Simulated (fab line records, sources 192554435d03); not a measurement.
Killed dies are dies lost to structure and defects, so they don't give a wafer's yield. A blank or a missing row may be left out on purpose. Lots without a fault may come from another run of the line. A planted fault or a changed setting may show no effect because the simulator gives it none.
A struck lot beside a sound one | flow n5_finfet | 16 steps out of a route of 1938
Sound: wafers L525.1, L525.5, L525.6. Struck: wafer L524.1. (L524.2 of the same lot was not struck and is left out.) The cause comes at the end.
At each step with rows: each side's tool, then ch and its chambers, then its first start. Under that, the readings that differ: sound wafers | struck wafers | difference of the means | sigmas: that difference in standard deviations of wafers without a fault.
alike: readings whose means differ by less than 2 such deviations, and words and numbers that are the same on both sides. not compared: withheld readings, readings that some wafer has no value for, bounds like >300 that may hide the same value, and numbers for which the record gives no deviation and whose values overlap.
The two part at a step that has a row with sigmas, a row that says differs or no value, or rows on one side only. Numbers that don't overlap but have no deviation are shown without sigmas and don't part them. A reading that every wafer of one side lacks parts them only if that side has two wafers or more.

first, 1 step without rows for these wafers: N5_DUMMY_GATE_ETCH_29 (etches underlayer in N2/H2, target depth 13 nm).
N5_DUMMY_GATE_ETCH_36: etches SiARC in CF4, target depth 13 nm.
  sound on rie_diel-05 ch 0,1, day 3 21:47; struck on rie_diel-05 ch 3, day 3 15:55
  reading                         | sound             | struck | difference | sigmas
  rf_fwd_power_W (W)              | 541.1 541.3 538.5 | 534.6  | -5.7       | -2
  showerhead_plenum_p_Torr (Torr) | 2.04 2.04 2.15    | 2.22   | +0.14      | +2
  alike: drypump_motor_current_A, oes_product_au, rf_vpp_V, throttle_valve_pct
  not compared: rf_hours_counter_h
N5_DUMMY_GATE_ETCH_37: etches SOC in N2/H2, target depth 60 nm, overetch 30 nm.
  sound on rie_diel-05 ch 0,1, day 3 21:49; struck on rie_diel-05 ch 3, day 3 15:58
  reading                         | sound          | struck | difference | sigmas
  rf_fwd_power_W (W)              | 830 833 832    | 822    | -10        | -3
  showerhead_plenum_p_Torr (Torr) | 2.42 2.42 2.54 | 2.65   | +0.19      | +2
  alike: drypump_motor_current_A, oes_product_au, rf_vpp_V, throttle_valve_pct
  not compared: rf_hours_counter_h
then, 2 steps without rows for these wafers: N5_DUMMY_GATE_STRIP_38 (strips in N2/H2); N5_DUMMY_GATE_STRIP_39 (strips in N2/H2).
N5_DUMMY_GATE_TRIM_49: chemistry O2, time 29 s, target cd 14 nm.
  sound on rie_si-03 ch 0,1,3, day 3 21:54; struck on rie_si-05 ch 0, day 3 16:02
  alike: drypump_motor_current_A, oes_product_au, rf_fwd_power_W, throttle_valve_pct
  not compared: rf_hours_counter_h
then, 1 step without rows for these wafers: N5_DUMMY_GATE_STRIP_40 (strips in CF4).
N5_DUMMY_GATE_CD_MEAS_50: target cd 14 nm.
  sound on cd_sem-03, day 3 22:02; struck on cd_sem-01, day 3 16:11
  reading    | sound          | struck | difference | sigmas
  cd_nm (nm) | 14.4 14.3 14.2 | 13.3   | -1.0       | -3
N5_DUMMY_GATE_ETCH_31: etches SiO2 in C4F6/O2, target depth 82.5 nm, time 27.5 s.
  sound on rie_diel-05 ch 0,1,3, day 3 22:05; struck on rie_diel-05 ch 3, day 3 16:25
  alike: drypump_motor_current_A, oes_product_au, rf_fwd_power_W, rf_vpp_V, showerhead_plenum_p_Torr, throttle_valve_pct
  not compared: rf_hours_counter_h
then, 2 steps without rows for these wafers: N5_DUMMY_GATE_STRIP_41 (strips in O2); N5_DUMMY_GATE_HM_OPEN_21 (chemistry CH3F/O2, target SiNx, target depth 120 nm, time 171.4 s).
N5_DUMMY_GATE_ETCH_32: etches SiO2 in CF4, target depth 3.5 nm, time 3.9 s.
  sound on rie_si-03 ch 1,2,3, day 3 22:20; struck on rie_si-01 ch 2, day 3 16:40
  alike: drypump_motor_current_A, oes_product_au, rf_fwd_power_W, throttle_valve_pct
  not compared: rf_hours_counter_h
N5_DUMMY_GATE_ETCH_23: etches poly-Si in HBr/Cl2/O2, target depth 41 nm, time 22.3 s.
  sound on rie_si-03 ch 1,2,3, day 3 22:22; struck on rie_si-01 ch 2, day 3 16:41
  reading                  | sound             | struck | difference | sigmas
  oes_product_au (a.u.)    | 1.001 1.034 1.023 | 0.906  | -0.113     | -5
  rf_fwd_power_W (W)       | 794.6 786.5 793.9 | 798.9  | +7.2       | +2
  model.etch.depth_nm (nm) | 40.15 41.7 41.93  | 35.67  | -5.59      |
  alike: drypump_motor_current_A, throttle_valve_pct
  not compared: rf_hours_counter_h
then, 1 step without rows for these wafers: N5_DUMMY_GATE_ETCH_44 (etches poly-Si in HBr/O2, stops on SiO2, target depth 127.5 nm).
-- the record jumps here: 5 days lie between the struck wafers' starts before and after (it left off in module DUMMY_GATE and takes up again in module BEOL_M4, whose first step shown is number 1111 of the route) --
N5_BEOL_M4_RC_MEAS_101:
  sound on prober-01 ch 0, day 9 03:16; struck on prober-02 ch 0, day 8 09:25
  alike: DIBL_N, DIBL_P, IOFF_N, IOFF_P, ION_N, ION_P, SS_N, SS_P, VT_N, VT_P
-- the record jumps here: 5 days lie between the struck wafers' starts before and after (it left off in module BEOL_M4 and takes up again in module PASSIVATION, whose first step shown is number 1936 of the route) --
N5_PASSIVATION_PROBE_49:
  the record has rows for the struck wafers here (prober-02, day 13 01:47) and none for the sound ones

WHERE THEY PART
First at N5_DUMMY_GATE_ETCH_36; last, within this record, at N5_PASSIVATION_PROBE_49.

WHY: what the simulator had put in
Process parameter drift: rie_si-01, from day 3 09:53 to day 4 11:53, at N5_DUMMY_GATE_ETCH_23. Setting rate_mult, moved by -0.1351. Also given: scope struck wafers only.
